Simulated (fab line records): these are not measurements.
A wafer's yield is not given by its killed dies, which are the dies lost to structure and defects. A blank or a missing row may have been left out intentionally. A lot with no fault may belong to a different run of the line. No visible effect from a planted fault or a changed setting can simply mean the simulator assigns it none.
Matching of chambers || flow n5_finfet || N5_BEOL_M12_ETCH_68 on rie_diel-01: 4 sister chambers
The step etches SOC in N2/H2, time 285 s. 8 wafers are shown with their chamber, then 10 later ones without.

WAFERS PAIRED WITH THEIR CHAMBERS
{"wafer": "L083.6", "chamber": 1, "showerhead_plenum_p_Torr (Torr)": 2.61, "drypump_motor_current_A (A)": 5.9}
{"wafer": "L084.4", "chamber": 2, "showerhead_plenum_p_Torr (Torr)": 2.69, "drypump_motor_current_A (A)": 5.5}
{"wafer": "L086.1", "chamber": 1, "showerhead_plenum_p_Torr (Torr)": 2.60, "drypump_motor_current_A (A)": 5.9}
{"wafer": "L089.3", "chamber": 0, "showerhead_plenum_p_Torr (Torr)": 2.60, "drypump_motor_current_A (A)": 6.0}
{"wafer": "L089.5", "chamber": 0, "showerhead_plenum_p_Torr (Torr)": 2.60, "drypump_motor_current_A (A)": 6.0}
{"wafer": "L089.6", "chamber": 3, "showerhead_plenum_p_Torr (Torr)": 2.47, "drypump_motor_current_A (A)": 5.8}
{"wafer": "L088.1", "chamber": 3, "showerhead_plenum_p_Torr (Torr)": 2.46, "drypump_motor_current_A (A)": 5.7}
{"wafer": "L088.2", "chamber": 2, "showerhead_plenum_p_Torr (Torr)": 2.68, "drypump_motor_current_A (A)": 5.5}

WAFERS WITHOUT THEIR CHAMBER
{"wafer": "L088.5", "showerhead_plenum_p_Torr (Torr)": 2.46, "drypump_motor_current_A (A)": 5.8}
{"wafer": "L093.1", "showerhead_plenum_p_Torr (Torr)": 2.68, "drypump_motor_current_A (A)": 5.6}
{"wafer": "L093.2", "showerhead_plenum_p_Torr (Torr)": 2.60, "drypump_motor_current_A (A)": 6.0}
{"wafer": "L093.6", "showerhead_plenum_p_Torr (Torr)": 2.60, "drypump_motor_current_A (A)": 6.0}
{"wafer": "L092.1", "showerhead_plenum_p_Torr (Torr)": 2.60, "drypump_motor_current_A (A)": 5.9}
{"wafer": "L092.4", "showerhead_plenum_p_Torr (Torr)": 2.60, "drypump_motor_current_A (A)": 6.0}
{"wafer": "L092.6", "showerhead_plenum_p_Torr (Torr)": 2.60, "drypump_motor_current_A (A)": 5.9}
{"wafer": "L094.3", "showerhead_plenum_p_Torr (Torr)": 2.68, "drypump_motor_current_A (A)": 5.6}
{"wafer": "L094.4", "showerhead_plenum_p_Torr (Torr)": 2.46, "drypump_motor_current_A (A)": 5.7}
{"wafer": "L094.6", "showerhead_plenum_p_Torr (Torr)": 2.68, "drypump_motor_current_A (A)": 5.6}

CHAMBER TAKEN BY EACH
{"wafer": "L088.5", "from the rows above": 3, "in truth": 3}
{"wafer": "L093.1", "from the rows above": 2, "in truth": 2}
{"wafer": "L093.2", "from the rows above": 0, "in truth": 0}
{"wafer": "L093.6", "from the rows above": 0, "in truth": 0}
{"wafer": "L092.1", "from the rows above": 1, "in truth": 1}
{"wafer": "L092.4", "from the rows above": 0, "in truth": 0}
{"wafer": "L092.6", "from the rows above": 1, "in truth": 1}
{"wafer": "L094.3", "from the rows above": 2, "in truth": 2}
{"wafer": "L094.4", "from the rows above": 3, "in truth": 3}
{"wafer": "L094.6", "from the rows above": 2, "in truth": 2}
Placed correctly: 10 of 10. From these rows, 0 cannot be placed. Wrongly placed: 0.
How it was worked out, from the rows above alone: a wafer's distance from a chamber is the root of the sum, over the readings, of the square of ((its reading less the chamber's mean) divided by the reading's scatter). The wafer belongs to the nearest chamber; if the next one is less than 2 further off, it can't be placed. The mean given for a chamber averages the wafers shown for that chamber. The scatter: take each reading less its chamber's mean, square it, sum over the shown wafers, divide by the number of wafers less the number of chambers, and take the root.
